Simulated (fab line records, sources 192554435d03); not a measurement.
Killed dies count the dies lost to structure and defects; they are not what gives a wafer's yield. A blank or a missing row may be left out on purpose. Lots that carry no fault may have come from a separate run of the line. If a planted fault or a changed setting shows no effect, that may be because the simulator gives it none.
What tool caused it? :: flow n5Finfet :: Sampling: 10 lots, 29 wafers, 4 of 1938 route steps

WHAT THE GAUGES READ, wafer by wafer
N5_BEOL_M11_CD_MEAS_18: pitch 140 nm, target cd 70 nm.
lot: L868
measured: day 10 12:17
on: cdSem-03
cdNm (nm): 69.2 69.9 70.5

lot: L869
measured: day 11 02:07
on: cdSem-03
cdNm (nm): 69.3 69.5 70.3

lot: L872
measured: day 11 05:53
on: cdSem-01
cdNm (nm): 69.3 68.0 69.7

lot: L870
measured: day 11 08:55
on: cdSem-02
cdNm (nm): 68.9 70.4 68.8

lot: L876
measured: day 12 14:38
on: cdSem-01
cdNm (nm): 69.8 70.3 70.0

lot: L880
measured: day 14 08:39
on: cdSem-02
cdNm (nm): 69.9 70.5 69.7

lot: L884
measured: day 14 14:02
on: cdSem-03
cdNm (nm): 70.6 70.5 69.8

lot: L886
measured: day 14 15:43
on: cdSem-03
cdNm (nm): 70.4 70.7

lot: L891
measured: day 16 02:16
on: cdSem-01
cdNm (nm): 69.7 69.3 70.6

lot: L890
measured: day 16 11:17
on: cdSem-03
cdNm (nm): 71.6 69.1 71.1

WHAT TOOL EACH LOT RAN ON (gives the tool, then ch and the chambers of the sampled wafers, and finally the start)
lot: L868
N5_BEOL_M10_DEP_56: pecvd-04 ch 0,1, day 10 07:41
N5_BEOL_M11_ETCH_62: rieDiel-04 ch 2,3, day 10 11:53
N5_BEOL_M11_STRIP_19: rieDiel-03 ch 0,1,3, day 10 12:13

lot: L869
N5_BEOL_M10_DEP_56: pecvd-03 ch 0,1, day 10 23:29
N5_BEOL_M11_ETCH_62: rieDiel-04 ch 0,2, day 11 01:44
N5_BEOL_M11_STRIP_19: rieDiel-05 ch 0,1,2, day 11 02:02

lot: L872
N5_BEOL_M10_DEP_56: pecvd-04 ch 1,2, day 11 03:50
N5_BEOL_M11_ETCH_62: rieDiel-05 ch 1,2,3, day 11 05:31
N5_BEOL_M11_STRIP_19: rieDiel-05 ch 0,1,3, day 11 05:49

lot: L870
N5_BEOL_M10_DEP_56: pecvd-04 ch 1,2, day 11 04:50
N5_BEOL_M11_ETCH_62: rieDiel-03 ch 2,3, day 11 08:31
N5_BEOL_M11_STRIP_19: rieDiel-05 ch 0,3, day 11 08:51

lot: L876
N5_BEOL_M10_DEP_56: pecvd-03 ch 0,1, day 12 10:31
N5_BEOL_M11_ETCH_62: rieDiel-04 ch 0,1,3, day 12 14:16
N5_BEOL_M11_STRIP_19: rieDiel-04 ch 0,3, day 12 14:34

lot: L880
N5_BEOL_M10_DEP_56: pecvd-02 ch 0,1, day 14 04:28
N5_BEOL_M11_ETCH_62: rieDiel-04 ch 1,3, day 14 08:17
N5_BEOL_M11_STRIP_19: rieDiel-04 ch 0,3, day 14 08:35

lot: L884
N5_BEOL_M10_DEP_56: pecvd-03 ch 0,1,2, day 14 09:52
N5_BEOL_M11_ETCH_62: rieDiel-05 ch 0,1, day 14 13:37
N5_BEOL_M11_STRIP_19: rieDiel-04 ch 0,2,3, day 14 13:58

lot: L886
N5_BEOL_M10_DEP_56: pecvd-02 ch 1,2, day 14 13:50
N5_BEOL_M11_ETCH_62: rieDiel-05 ch 1,2, day 14 15:21
N5_BEOL_M11_STRIP_19: rieDiel-05 ch 0,2, day 14 15:39

lot: L891
N5_BEOL_M10_DEP_56: pecvd-03 ch 0,1,2, day 15 23:43
N5_BEOL_M11_ETCH_62: rieDiel-03 ch 0,2,3, day 16 01:54
N5_BEOL_M11_STRIP_19: rieDiel-04 ch 0,2,3, day 16 02:12

lot: L890
N5_BEOL_M10_DEP_56: pecvd-03 ch 0,1,2, day 16 05:47
N5_BEOL_M11_ETCH_62: rieDiel-04 ch 0,1,3, day 16 10:47
N5_BEOL_M11_STRIP_19: rieDiel-03 ch 0,1,2, day 16 11:13
- N5_BEOL_M10_DEP_56: deposits SiCN from 3MS/NH3, target thk 15 nm, time 26.5 s.
- N5_BEOL_M11_ETCH_62: etches SOC in N2/H2, target depth 110 nm, overetch 22 nm, time 165 s.
- N5_BEOL_M11_STRIP_19: strips in O2.

THE ANSWER, worked out from the rows above alone
Rule: the lots themselves supply what counts as usual. Put in order of their means at a reading, lots are off if they are a third of the lots or fewer, leave a main group of 4 or more, and stand apart from it by a gap of 3 or more times the standard deviation of the main group's means; of several such gaps the widest counts. The tables above print the reading to a certain number of digits; a main group whose means all agree to those digits is not used. A lot without any number at a reading at which 4 lots or more have one is off too. The other lots that the step has rows for count as sound.
Nothing can be told from this: no lot is off at any reading shown.

WHAT THE SIMULATOR PUT IN
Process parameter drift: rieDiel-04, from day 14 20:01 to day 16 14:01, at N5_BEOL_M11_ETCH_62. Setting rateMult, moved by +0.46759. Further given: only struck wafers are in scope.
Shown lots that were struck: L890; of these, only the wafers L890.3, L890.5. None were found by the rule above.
